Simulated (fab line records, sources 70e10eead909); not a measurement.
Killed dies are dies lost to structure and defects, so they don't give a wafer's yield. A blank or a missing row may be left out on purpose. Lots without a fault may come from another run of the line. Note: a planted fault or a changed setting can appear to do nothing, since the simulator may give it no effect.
Struck lot and sound lot, side by side    flow nand-harc    15 out of 1302 route steps
Sound: wafers L311.1, L311.2, L311.3. Wafers struck: L318.3, L318.4, L318.5. The cause comes at the end.
At each step with rows: each side's tool, then ch and its chambers, then its first start. Under that, the readings that differ: sound wafers    struck wafers    difference of the means    sigmas: that difference in standard deviations of wafers without a fault.
alike: a reading whose means differ by less than 2 such deviations, as well as words and numbers matching on both sides. not compared: withheld readings; readings where some wafer has no value; bounds like >300 that might hide an equal value; numbers whose values overlap and for which the record gives no deviation.
A row with sigmas, a row that says differs or no value, or rows on one side alone: a step with any of these is where the two part. Numbers that don't overlap but have no deviation are shown without sigmas and don't part them. A reading missing from all wafers of one side parts the sides only when that side holds two or more wafers.

first, 8 steps without rows for these wafers: NHARC_P_GATE_DEHYDRATE_51 (time 120 s); NHARC_P_GATE_HMDS_52 (time 30 s); NHARC_P_GATE_COAT_53; NHARC_P_GATE_SOFTBAKE_54 (time 95 s); NHARC_P_GATE_EBR_55; NHARC_P_GATE_EXPOSE_56 (exposes mask P PSD, target cd 720 nm); NHARC_P_GATE_PEB_57 (peb time 85 s); NHARC_P_GATE_DEVELOP_58 (time 70 s).
NHARC_P_GATE_CD_MEAS_59 targets a cd of 720 nm.
  sound on cd-sem-02 ch 0, day 9 10:53; struck on cd-sem-02 ch 0, day 12 15:04
  alike: cd-nm
then, 1 step without rows for these wafers: NHARC_P_GATE_HARDBAKE_60 (time 80 s).
NHARC_P_GATE_DESCUM_61: chemistry O2, time 3 s.
  sound on rie-diel-10 ch 0,2,3, day 9 11:04; struck on rie-diel-10 ch 0,1,2, day 12 15:13
  alike: drypump-motor-current-A, oes-product-au, rf-vpp-V, showerhead-plenum-p-Torr, throttle-valve-pct
  not compared: rf-hours-counter-h
following that, these wafers have no rows for 1 step: NHARC_P_GATE_IMPLANT_62.
NHARC_P_GATE_STRIP_112: strips in N2/H2, time 200 s.
  sound on plasma-asher-02 ch 0,1, day 9 11:25; struck on plasma-asher-01 ch 0,1, day 12 15:53
  no value came back on the struck wafers for drypump-motor-current-A (A), heater-power-w (W), rf-refl-power-W (W); on the sound wafers drypump-motor-current-A (A) reads 5.94 5.53 5.94
  not compared: rf-hours-counter-h
NHARC_P_GATE_STRIP_76: strips in O2.
  sound on plasma-asher-02 ch 0,1, day 9 11:41; struck on plasma-asher-01 ch 0,1, day 12 16:05
  alike: drypump-motor-current-A, heater-power-w, rf-refl-power-W
  not compared: rf-hours-counter-h
-- the record jumps here: 19 days lie between the struck wafers' starts before and after (it left off in module P_GATE and takes up again in module END, whose first step shown is number 1302 of the route) --
NHARC_END_SORT_01:
  the record has rows for the struck wafers here (prober-01 ch 0, day 31 04:13) and none for the sound ones

WHERE THEY PART
Last at NHARC_END_SORT_01 as far as this record goes, first at NHARC_P_GATE_STRIP_112.

WHY: the cause the simulator had injected
Step skipped in full: plasma-asher-01, at NHARC_P_GATE_STRIP_112, from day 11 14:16 onward. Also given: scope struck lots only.
